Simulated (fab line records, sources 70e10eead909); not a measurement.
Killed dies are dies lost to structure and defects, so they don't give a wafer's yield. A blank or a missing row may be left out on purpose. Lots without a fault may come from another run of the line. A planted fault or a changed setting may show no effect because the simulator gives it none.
fab line records | flow nand_harc
record lots=6 wafers=18 last_day=31
route steps=1302 shown P_ZERO_WELL@38 END@1302
lots that met no fault: from a run of the same line without faults
start_h: hours from the record's first day to the start of the lot's first wafer shown | wait_h: hours since the lot's step before | " the same as in the row above | L1.1+2: a row that stands for several wafers | - no value, or no start given | * or withheld: withheld | < > ~ a bound
route shown NAME@n: a module of which the file shows steps, and the number in the route of the first | usual: mean/standard deviation of fault-free wafers | same: alike in all rows | chamber/n: place in a boat | sites: the reading at each site | _std_site: their standard deviation | _edge_site: outer sites' mean less inner sites' | radius_mm: how far each site lies from the wafer's centre | mask NAME#n: copy n | behind: the tool/chamber that last shaped the wafer | hold: why the lot was held/for how many hours/how that ended | device: the transistor (n, p or np) that didn't switch | end of line: the same wafers' tests at the end of the route | a step without rows: its recipe alone | killed: dies lost to structure and defects at the first sort, not the wafer's yield | map: a wafer's dies, x killed, . not, _ none there
set.NAME: the setting as run; set.NAME@STEP: as run at that earlier step | model.NAME: the simulator's own value behind a step, which no gauge read
lots at some steps of the route; a table a step, a row a wafer
services: from which hour (start_h, from the record's first day; less than 0 if before it) a tool's chamber was out of use, for how many hours, and why
## steps
# step NHARC_P_ZERO_WELL_COAT_31
# recipe spin_rpm=withheld
# step NHARC_P_ZERO_WELL_SOFTBAKE_32
# recipe temp_c=122 time_s=95
# step NHARC_P_ZERO_WELL_EBR_33
# step NHARC_P_ZERO_WELL_EXPOSE_34
# recipe na=0.6 target_cd_nm=720 dose_mj=22.31 mask_id=P_PWELL
# step NHARC_P_ZERO_WELL_PEB_35
# recipe peb_temp_c=118 peb_time_s=85
# step NHARC_P_ZERO_WELL_DEVELOP_36
# recipe time_s=70
# step NHARC_P_ZERO_WELL_CD_MEAS_37
# recipe target_cd_nm=720 landing_energy_ev=500
# usual cd_nm=720.2/1.9
# columns lot.wafer tool chamber start_h wait_h cd_nm
L675.3 cd_sem-01 0 34.13 - 716.8
L675.4 " 0 " " 719.1
L675.6 " 0 " " 719.9
L684.1 cd_sem-02 0 124.24 - 721.1
L684.3 " 0 " " 720.8
L684.4 " 0 " " 720.8
L685.1 cd_sem-03 0 134.10 - 720.5
L685.2 " 0 " " 716.9
L685.6 " 0 " " 719.7
L688.1 cd_sem-03 0 164.12 - 722.1
L688.2 " 0 " " 720.7
L688.3 " 0 " " 718.9
L689.1 cd_sem-02 0 174.21 - 721.6
L689.3 " 0 " " 722.3
L689.6 " 0 " " 720.4
L693.3 cd_sem-02 0 214.08 - 725.0
L693.4 " 0 " " 722.0
L693.5 " 0 " " 721.8
# step NHARC_P_ZERO_WELL_HARDBAKE_38
# recipe temp_c=125 time_s=80
# step NHARC_P_ZERO_WELL_DESCUM_39
# recipe time_s=3 o2_flow_sccm=200 ar_flow_sccm=0 bias_power_w=0 chemistry=O2
# usual drypump_motor_current_A=5.9/0.37 oes_product_au=1.005/0.012 rf_vpp_V=57.7/0.96 showerhead_plenum_p_Torr=1.90/0.1 throttle_valve_pct=11.310/0.0097
# columns lot.wafer tool chamber start_h wait_h drypump_motor_current_A oes_product_au rf_hours_counter_h rf_vpp_V showerhead_plenum_p_Torr throttle_valve_pct
L675.3 rie_diel-05 0 34.36 - 6.6 1.024 52 58.5 1.88 11.302
L675.4 " 2 " " 6.1 1.015 48 56.7 1.84 11.322
L675.6 " 0 " " 6.6 1.013 - 57.1 1.88 11.293
L684.4 rie_diel-11 1 124.41 - 5.5 0.995 13 56.6 1.78 11.307
L684.1 " 2 " " 6.1 0.990 13 59.8 2.07 11.307
L684.3 " 3 " " 6.1 1.007 11 58.1 1.94 11.318
L685.2 rie_diel-05 3 134.29 - 5.9 1.015 25 58.2 1.81 11.283
L685.1 " 0 " " 6.6 1.007 20 57.2 1.88 11.308
L685.6 " 2 " " 6.1 1.005 - 56.1 1.82 11.315
L688.3 rie_diel-10 2 164.28 - 5.7 1.001 32 56.7 1.92 11.324
L688.1 " 0 " " 5.6 0.997 34 57.1 1.92 11.333
L688.2 " 1 " " 5.2 0.989 39 59.2 1.97 11.312
L689.3 rie_diel-11 3 174.39 - 6.0 1.003 26 58.2 1.93 11.311
L689.1 " 0 " " 5.6 1.008 23 58.0 2.03 11.312
L689.6 " 2 " " 6.1 0.989 - 57.5 2.07 11.302
L693.4 rie_diel-10 2 214.24 - 5.7 1.020 53 56.5 1.91 11.318
L693.3 " 1 " " 5.2 1.002 45 57.0 1.97 11.307
L693.5 " 3 " " 5.9 1.001 - 55.8 1.79 11.324
# step NHARC_P_ZERO_WELL_IMPLANT_40
# recipe energy_kev=300 dose_cm2=1e+13 tilt_deg=7
# step NHARC_P_ZERO_WELL_IMPLANT_59
# recipe energy_kev=120 dose_cm2=5e+12 tilt_deg=7
# step NHARC_P_ZERO_WELL_IMPLANT_60
# recipe energy_kev=30 dose_cm2=2e+12 tilt_deg=7
# step NHARC_P_ZERO_WELL_STRIP_41
# recipe time_s=840 temp_c=130 chemistry=SPM
# usual bath_guard_temp_C=129.8/0.58 bath_heat_duty_pct=14.9/1.8
# columns lot.wafer tool chamber start_h wait_h bath_guard_temp_C bath_heat_duty_pct
L675.6 wet_bench-05 5 35.10 0.0 131.0 16.6
L675.3 " 6 " " 129.7 13.0
L675.4 " 0 " " 130.0 15.9
L684.4 wet_bench-02 1 125.13 0.1 - -
L684.1 " 2 " " - -
L684.3 " 6 " " - -
L685.6 wet_bench-02 2 134.99 0.0 - -
L685.2 " 4 " " - -
L685.1 " 5 " " - -
L688.1 wet_bench-03 0 165.00 0.2 129.9 14.2
L688.3 " 4 " " 129.2 15.1
L688.2 " 5 " " 130.0 17.5
L689.3 wet_bench-03 5 175.13 0.2 129.5 16.6
L689.6 " 6 " " 130.0 14.6
L689.1 " 0 " " 129.9 14.5
L693.5 wet_bench-02 0 214.98 0.1 129.5 12.5
L693.4 " 3 " " 131.1 14.5
L693.3 " 4 " " 129.6 15.2
# step NHARC_P_ZERO_WELL_DEHYDRATE_44
# recipe temp_c=150 time_s=120
# step NHARC_END_SORT_01
# recipe temp_c=25
# usual killed_at_array=56/17 killed_at_other=0.9/1.2 killed_at_periphery=3.9/2.5 killed_dies=61/17 killed_open=3.2/1.8 killed_short=2.7/1.7
# same gross_dies=677
# columns lot.wafer tool chamber start_h wait_h hold killed_at_array killed_at_other killed_at_periphery killed_dies killed_open killed_short
L675.3 prober-01 0 574.10 3.1 - 26 3 9 38 6 1
L675.4 prober-01 0 574.89 3.4 - 48 1 4 53 4 3
L675.6 prober-01 0 576.48 4.0 - 27 0 4 31 3 4
L684.1 prober-01 0 661.53 2.5 await_dispo/6.6h/scrap 69 0 608 677 2 3
L684.3 prober-01 0 663.12 3.1 await_dispo/6.6h/scrap 67 0 610 677 1 1
L684.4 prober-01 0 663.91 3.4 await_dispo/6.6h/scrap 95 0 582 677 3 3
L685.1 prober-01 0 680.36 2.5 await_dispo/3.0h/scrap 53 0 624 677 7 5
L685.2 prober-01 0 681.16 2.8 await_dispo/3.0h/scrap 61 0 616 677 2 5
L685.6 prober-01 0 684.37 4.0 await_dispo/3.0h/scrap 53 1 623 677 4 2
L689.1 prober-01 0 731.39 2.5 - 71 3 5 79 8 4
L689.3 prober-01 0 732.98 3.1 - 69 1 4 74 3 6
L689.6 prober-01 0 735.37 4.0 - 56 0 1 57 6 2
L688.1 prober-01 0 739.19 2.5 - 83 0 3 86 2 2
L688.2 prober-01 0 739.99 2.8 - 69 2 3 74 3 6
L688.3 prober-01 0 740.80 3.1 - 57 1 5 63 2 4
L693.3 prober-01 0 753.76 3.1 - 64 0 1 65 2 2
L693.4 prober-01 0 754.55 3.4 - 57 0 1 58 4 2
L693.5 prober-01 0 755.34 3.7 - 54 1 2 57 3 4
# killed by level:class
L675.3 A_SLIT:chamber_film_flake=14 P_CONTACT:geometric_particle:open=3 A_CHANNEL_HOLE_D2:chamber_film_flake=3 P_ZERO_WELL:chamber_film_flake=2 P_BONDPAD:chamber_film_flake=2 A_WL_FILL:chamber_film_flake=2 A_M1:chamber_film_flake=2 THIN_TSV:chamber_film_flake=2
L675.4 A_SLIT:chamber_film_flake=27 A_CHANNEL_HOLE_D2:chamber_film_flake=5 A_STAIRCASE:chamber_film_flake=4 A_CONTACT:chamber_film_flake=3 A_BLC:geometric_particle:open=2 P_BONDPAD:chamber_film_flake=2 A_CHANNEL_FILL_D1:chamber_film_flake=2 P_M1:geometric_particle:open=1
L675.6 A_SLIT:chamber_film_flake=12 A_CHANNEL_HOLE_D2:chamber_film_flake=3 A_CHANNEL_HOLE_D1:geometric_particle:short=2 P_BONDPAD:chamber_film_flake=2 P_BONDPAD:geometric_particle:short=1 A_ONON_D2:geometric_particle:short=1 A_ONON_D2:geometric_particle:open=1 A_CHANNEL_FILL_D2:geometric_particle:open=1
L684.1 P_ZERO_WELL:area_strip=605 A_CHANNEL_HOLE_D1:chamber_film_flake=29 A_SLIT:chamber_film_flake=12 A_CONTACT:chamber_film_flake=11 A_CHANNEL_HOLE_D2:chamber_film_flake=9 A_STAIRCASE:chamber_film_flake=2 P_STI:geometric_particle:short=1 P_CONTACT:geometric_particle:open=1
L684.3 P_ZERO_WELL:area_strip=608 A_CHANNEL_HOLE_D1:chamber_film_flake=34 A_SLIT:chamber_film_flake=14 A_CONTACT:chamber_film_flake=11 A_CHANNEL_HOLE_D2:chamber_film_flake=6 P_M1:geometric_particle:short=1 A_CHANNEL_HOLE_D1:geometric_particle:open=1 P_M0:chamber_film_flake=1
L684.4 P_ZERO_WELL:area_strip=582 A_SLIT:chamber_film_flake=35 A_CHANNEL_HOLE_D1:chamber_film_flake=32 A_CONTACT:chamber_film_flake=13 A_CHANNEL_HOLE_D2:chamber_film_flake=9 A_CHANNEL_HOLE_D1:geometric_particle:short=1 A_ONON_D2:geometric_particle:open=1 A_CHANNEL_FILL_D2:geometric_particle:short=1
L685.1 P_ZERO_WELL:area_strip=618 A_SLIT:chamber_film_flake=19 A_CHANNEL_HOLE_D2:chamber_film_flake=19 A_CHANNEL_HOLE_D1:chamber_film_flake=3 A_CONTACT:chamber_film_flake=3 A_ONON_D1:geometric_particle:open=2 P_GATE:chamber_film_flake=2 P_GATE:geometric_particle:short=1
L685.2 P_ZERO_WELL:area_strip=610 A_SLIT:chamber_film_flake=36 A_CHANNEL_HOLE_D2:chamber_film_flake=11 A_CONTACT:chamber_film_flake=6 A_WL_FILL:geometric_particle:short=2 P_STI:chamber_film_flake=2 A_CHANNEL_HOLE_D1:chamber_film_flake=2 P_GATE:geometric_particle:short=1
L685.6 P_ZERO_WELL:area_strip=617 A_SLIT:chamber_film_flake=38 A_CHANNEL_HOLE_D2:chamber_film_flake=7 A_CHANNEL_HOLE_D1:chamber_film_flake=4 P_STI:chamber_film_flake=3 P_GATE:geometric_particle:open=1 P_CONTACT:geometric_particle:open=1 A_CHANNEL_FILL_D1:geometric_particle:open=1
L689.1 A_CHANNEL_HOLE_D1:chamber_film_flake=35 A_CHANNEL_HOLE_D2:chamber_film_flake=14 A_ZERO_WELL:chamber_film_flake=4 A_SLIT:chamber_film_flake=4 A_M0:geometric_particle:open=3 THIN_TSV:chamber_film_flake=3 P_M0:geometric_particle:open=2 P_GATE:chamber_film_flake=2
L689.3 A_CHANNEL_HOLE_D1:chamber_film_flake=37 A_CHANNEL_HOLE_D2:chamber_film_flake=16 A_CONTACT:chamber_film_flake=6 P_CONTACT:chamber_film_flake=2 A_ZERO_WELL:chamber_film_flake=2 P_CONTACT:geometric_particle:open=1 P_CONTACT:geometric_particle:short=1 A_ONON_D1:geometric_particle:short=1
L689.6 A_CHANNEL_HOLE_D1:chamber_film_flake=27 A_CHANNEL_HOLE_D2:chamber_film_flake=11 A_SLIT:chamber_film_flake=5 A_ONON_D2:geometric_particle:open=2 A_M0:geometric_particle:open=2 A_CONTACT:chamber_film_flake=2 A_ONON_D1:geometric_particle:open=1 A_CHANNEL_FILL_D2:geometric_particle:short=1
L688.1 A_SLIT:chamber_film_flake=35 A_CHANNEL_HOLE_D1:chamber_film_flake=31 A_CONTACT:chamber_film_flake=5 P_GATE:chamber_film_flake=3 A_STAIRCASE:chamber_film_flake=3 A_CHANNEL_FILL_D1:geometric_particle:open=2 A_ZERO_WELL:chamber_film_flake=2 A_CHANNEL_FILL_D1:geometric_particle:short=1
L688.2 A_CHANNEL_HOLE_D1:chamber_film_flake=32 A_SLIT:chamber_film_flake=17 A_CONTACT:chamber_film_flake=7 A_WL_FILL:chamber_film_flake=5 P_M0:geometric_particle:open=2 A_WL_FILL:geometric_particle:short=2 THIN_TSV:chamber_film_flake=2 P_CONTACT:geometric_particle:short=1
L688.3 A_CHANNEL_HOLE_D1:chamber_film_flake=28 A_SLIT:chamber_film_flake=18 A_WL_FILL:chamber_film_flake=3 P_M0:geometric_particle:short=2 P_GATE:chamber_film_flake=2 A_CONTACT:chamber_film_flake=2 A_M0:chamber_film_flake=2 P_M2:geometric_particle:open=1
L693.3 A_CHANNEL_HOLE_D2:chamber_film_flake=27 A_CHANNEL_HOLE_D1:chamber_film_flake=14 A_CONTACT:chamber_film_flake=7 A_STAIRCASE:chamber_film_flake=6 A_SLIT:chamber_film_flake=5 A_SOURCE_PLATE:geometric_particle:open=1 A_ONON_D2:geometric_particle:short=1 A_WL_FILL:geometric_particle:short=1
L693.4 A_CHANNEL_HOLE_D2:chamber_film_flake=18 A_CHANNEL_HOLE_D1:chamber_film_flake=11 A_SLIT:chamber_film_flake=8 A_DECK1_JOINT:chamber_film_flake=5 A_CONTACT:chamber_film_flake=4 A_STAIRCASE:chamber_film_flake=3 A_DECK1_JOINT:geometric_particle:short=2 A_WL_FILL:chamber_film_flake=2
L693.5 A_CHANNEL_HOLE_D2:chamber_film_flake=22 A_CHANNEL_HOLE_D1:chamber_film_flake=14 A_SLIT:chamber_film_flake=5 A_STAIRCASE:chamber_film_flake=3 A_CHANNEL_FILL_D1:chamber_film_flake=2 A_DECK1_JOINT:chamber_film_flake=2 P_CONTACT:geometric_particle:short=1 A_SOURCE_PLATE:geometric_particle:short=1
# map L684.1 (x killed, . not)
____________x____________
_________xxxxxxx_________
_______xxxxxxxxxxx_______
______xxxxxxxxxxxxx______
_____xxxxxxxxxxxxxxx_____
____xxxxxxxxxxxxxxxxx____
____xxxxxxxxxxxxxxxxx____
___xxxxxxxxxxxxxxxxxxx___
___xxxxxxxxxxxxxxxxxxx___
__xxxxxxxxxxxxxxxxxxxxx__
__xxxxxxxxxxxxxxxxxxxxx__
_xxxxxxxxxxxxxxxxxxxxxxx_
_xxxxxxxxxxxxxxxxxxxxxxx_
_xxxxxxxxxxxxxxxxxxxxxxx_
_xxxxxxxxxxxxxxxxxxxxxxx_
_xxxxxxxxxxxxxxxxxxxxxxx_
xxxxxxxxxxxxxxxxxxxxxxxxx
xxxxxxxxxxxxxxxxxxxxxxxxx
xxxxxxxxxxxxxxxxxxxxxxxxx
xxxxxxxxxxxxxxxxxxxxxxxxx
xxxxxxxxxxxxxxxxxxxxxxxxx
_xxxxxxxxxxxxxxxxxxxxxxx_
_xxxxxxxxxxxxxxxxxxxxxxx_
_xxxxxxxxxxxxxxxxxxxxxxx_
_xxxxxxxxxxxxxxxxxxxxxxx_
_xxxxxxxxxxxxxxxxxxxxxxx_
__xxxxxxxxxxxxxxxxxxxxx__
__xxxxxxxxxxxxxxxxxxxxx__
___xxxxxxxxxxxxxxxxxxx___
___xxxxxxxxxxxxxxxxxxx___
____xxxxxxxxxxxxxxxxx____
____xxxxxxxxxxxxxxxxx____
_____xxxxxxxxxxxxxxx_____
______xxxxxxxxxxxxx______
_______xxxxxxxxxxx_______
_________xxxxxxx_________
____________x____________
# map L685.1 (x killed, . not)
____________x____________
_________xxxxxxx_________
_______xxxxxxxxxxx_______
______xxxxxxxxxxxxx______
_____xxxxxxxxxxxxxxx_____
____xxxxxxxxxxxxxxxxx____
____xxxxxxxxxxxxxxxxx____
___xxxxxxxxxxxxxxxxxxx___
___xxxxxxxxxxxxxxxxxxx___
__xxxxxxxxxxxxxxxxxxxxx__
__xxxxxxxxxxxxxxxxxxxxx__
_xxxxxxxxxxxxxxxxxxxxxxx_
_xxxxxxxxxxxxxxxxxxxxxxx_
_xxxxxxxxxxxxxxxxxxxxxxx_
_xxxxxxxxxxxxxxxxxxxxxxx_
_xxxxxxxxxxxxxxxxxxxxxxx_
xxxxxxxxxxxxxxxxxxxxxxxxx
xxxxxxxxxxxxxxxxxxxxxxxxx
xxxxxxxxxxxxxxxxxxxxxxxxx
xxxxxxxxxxxxxxxxxxxxxxxxx
xxxxxxxxxxxxxxxxxxxxxxxxx
_xxxxxxxxxxxxxxxxxxxxxxx_
_xxxxxxxxxxxxxxxxxxxxxxx_
_xxxxxxxxxxxxxxxxxxxxxxx_
_xxxxxxxxxxxxxxxxxxxxxxx_
_xxxxxxxxxxxxxxxxxxxxxxx_
__xxxxxxxxxxxxxxxxxxxxx__
__xxxxxxxxxxxxxxxxxxxxx__
___xxxxxxxxxxxxxxxxxxx___
___xxxxxxxxxxxxxxxxxxx___
____xxxxxxxxxxxxxxxxx____
____xxxxxxxxxxxxxxxxx____
_____xxxxxxxxxxxxxxx_____
______xxxxxxxxxxxxx______
_______xxxxxxxxxxx_______
_________xxxxxxx_________
____________x____________
## services
# columns tool chamber start_h hours kind
rie_diel-10 1 26.63 13.7 repair
wet_bench-03 - 34.40 8.0 pm
rie_diel-05 2 36.42 3.6 repair
rie_diel-11 1 38.98 5.0 repair
rie_diel-05 0 47.12 2.1 repair
rie_diel-05 - 53.46 9.0 pm
rie_diel-10 3 59.28 5.1 repair
rie_diel-10 - 65.67 9.0 pm
rie_diel-11 - 66.41 0.3 repair
wet_bench-02 - 68.79 8.0 pm
wet_bench-02 0 76.79 - consumable_replace:bath
wet_bench-02 0 76.79 - consumable_replace:filter
wet_bench-02 1 76.79 - consumable_replace:bath
wet_bench-02 1 76.79 - consumable_replace:filter
wet_bench-02 2 76.79 - consumable_replace:bath
rie_diel-11 - 78.55 9.0 pm
wet_bench-05 - 84.80 8.0 pm
rie_diel-10 - 106.04 0.7 repair
rie_diel-10 2 120.65 10.4 repair
rie_diel-11 0 135.50 8.6 repair
rie_diel-10 1 173.21 33.8 repair
rie_diel-11 2 209.85 5.9 repair
wet_bench-03 - 210.40 8.0 pm
rie_diel-11 - 212.84 2.0 repair
## key
first_sign step=NHARC_P_ZERO_WELL_STRIP_41 reading=tool_record direction=missing
effect step=NHARC_END_SORT_01 reading=killed_at_periphery direction=up sigmas=99+ usual=3.9 struck=610.5
more_kills_born_at NHARC_P_ZERO_WELL_STRIP_41@wet_bench-02=3640
met_at NHARC_P_ZERO_WELL_STRIP_41
struck_wafers L684.1,L684.3,L684.4,L685.1,L685.2,L685.6
later_rows_left_out L684.1,L684.3,L684.4,L685.1,L685.2,L685.6
tester_left_out L684,L685
fault kind=skipped_step_whole tool=wet_bench-02 chamber=- onset_h=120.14 steps=NHARC_P_ZERO_WELL_STRIP_41 scope=struck_lots_only
# tester_left_out: of these lots the tester's yield and bins aren't shown, on N5 and GAA mostly nor the transistor test; their killed dies are dies lost to structure and defects alone, not to doping, threshold or leakage, so they don't give the yield
# later_rows_left_out: the simulator's readings of these wafers behind a module that went badly wrong aren't trusted and aren't shown, but for the sort
